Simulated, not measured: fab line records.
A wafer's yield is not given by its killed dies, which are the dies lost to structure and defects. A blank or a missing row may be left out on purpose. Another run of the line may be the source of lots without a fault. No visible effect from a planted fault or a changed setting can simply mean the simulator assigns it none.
Split-lot study + flow n5_finfet + 21 wafers read across 7 lots, on a route 1938 steps long

== THE SPLIT ITSELF ==
At N5_BEOL_M15_ILD_DEP_00 (deposits SiO2 from TEOS/O2, target thk 1629.3 nm, time 346.1 s), the setting time_s was moved away from the recipe's 346.1 s on 4 of the 21 wafers read, by -5.7% to +8.7%. This setting was run at the recipe's value on the other wafers.

Split to reading: the file shows no intervening step.

== THE READING ==
M15_ILD_THK (nm), taken at N5_BEOL_M15_THK_MEAS_01. Fault-free wafers of this fab line usually give 1631 nm, standard deviation 19 nm.

| wafer  | tool, chamber at the split | time_s as run, s | against the recipe | M15_ILD_THK, nm | against lot-mates on the recipe |
|--------|----------------------------|------------------|--------------------|-----------------|---------------------------------|
| L079.2 | pecvd-03, 2                | 346.1            | recipe             | 1633            | -                               |
| L079.4 | pecvd-03, 2                | 346.1            | recipe             | 1653            | -                               |
| L079.5 | pecvd-03, 0                | 346.1            | recipe             | 1650            | -                               |
| L084.1 | pecvd-01, 2                | 346.1            | recipe             | 1602            | -                               |
| L084.4 | pecvd-01, 1                | 326.4            | -5.7%              | 1541            | -68                             |
| L084.6 | pecvd-01, 0                | 346.1            | recipe             | 1617            | -                               |
| L082.2 | pecvd-01, 2                | 346.1            | recipe             | 1629            | -                               |
| L082.4 | pecvd-01, 2                | 346.1            | recipe             | 1668            | -                               |
| L082.5 | pecvd-01, 1                | 346.1            | recipe             | 1689            | -                               |
| L080.1 | pecvd-01, 0                | 346.1            | recipe             | 1602            | -                               |
| L080.2 | pecvd-01, 2                | 346.1            | recipe             | 1627            | -                               |
| L080.6 | pecvd-01, 0                | 346.1            | recipe             | 1642            | -                               |
| L092.1 | pecvd-02, 0                | 363.4            | +5.0%              | 1705            | +57                             |
| L092.2 | pecvd-02, 1                | 363.4            | +5.0%              | 1688            | +40                             |
| L092.5 | pecvd-02, 1                | 346.1            | recipe             | 1648            | -                               |
| L091.1 | pecvd-01, 2                | 346.1            | recipe             | 1617            | -                               |
| L091.3 | pecvd-01, 0                | 346.1            | recipe             | 1612            | -                               |
| L091.4 | pecvd-01, 2                | 346.1            | recipe             | 1621            | -                               |
| L097.2 | pecvd-02, 2                | 346.1            | recipe             | 1613            | -                               |
| L097.5 | pecvd-02, 0                | 376.1            | +8.7%              | 1785            | +149                            |
| L097.6 | pecvd-02, 2                | 346.1            | recipe             | 1659            | -                               |

THE FIT
A straight line over all 21 wafers: M15_ILD_THK changes by +15.7 nm for each +1% of time_s; r = +0.88; the points scatter about the line by 23 nm.
The same after taking each lot's own level away (the mean of its wafers on the recipe; 21 wafers): +13.8 nm for each +1%; r = +0.91; scatter 18 nm.
The reading moves by 1.2e+02 nm for the largest change in time_s, on that fit.
The lots' own levels span 1609.5 to 1662.0 nm, that is 2.8 times the standard deviation above.
So the slope is not independent of the lot-to-lot level: the two fits are not the same.
Check: for one of the wafers moved furthest among these (+8.7%), held out of the fit, the line's prediction against its lot-mates is +91.6 nm. It came out at +149 nm against them.

== OTHER SPLITS ON THESE WAFERS ==
Note: prior to the reading, these wafers also went through further splits. Each is held against what the fit with the lots' levels taken away leaves over:
| other split on the same wafers | wafers away from the commonest value | r with M15_ILD_THK (lot level and that fit taken away) |
|--------------------------------|--------------------------------------|--------------------------------------------------------|
| N5_BEOL_M10_ETCH_41 source_w   | 6                                    | +0.08                                                  |
| N5_BEOL_M11_COAT_22 spin_rpm   | 6                                    | -0.12                                                  |
| N5_BEOL_M11_EXPOSE_25 dose_mj  | 7                                    | +0.15                                                  |
| N5_BEOL_M11_DEP_56 time_s      | 6                                    | +0.06                                                  |
| N5_BEOL_M12_COAT_04 spin_rpm   | 6                                    | +0.18                                                  |
| N5_BEOL_M13_ETCH_59 bias_w     | 9                                    | -0.04                                                  |

== THE WHOLE CHAIN: every reading that the file lists as answering this split, in the file's order ==
| step                    | what it does                                                   | reading                                                                             | change (the file's fit)              | r (the file's) |
|-------------------------|----------------------------------------------------------------|-------------------------------------------------------------------------------------|--------------------------------------|----------------|
| N5_BEOL_M15_ILD_DEP_00  | deposits SiO2 from TEOS/O2, target thk 1629.3 nm, time 346.1 s | SiO2_of_BEOL_M15_ILD_DEP_00.thk_nm (the simulator's own value, which no gauge read) | +14.5 nm for each +1% of the setting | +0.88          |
| N5_BEOL_M15_THK_MEAS_01 |                                                                | M15_ILD_THK                                                                         | +14.5 for each +1% of the setting    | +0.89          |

== FILE'S OWN FIT ==
M15_ILD_THK changes by +14.5 nm for each +1% of time_s, r = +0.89.
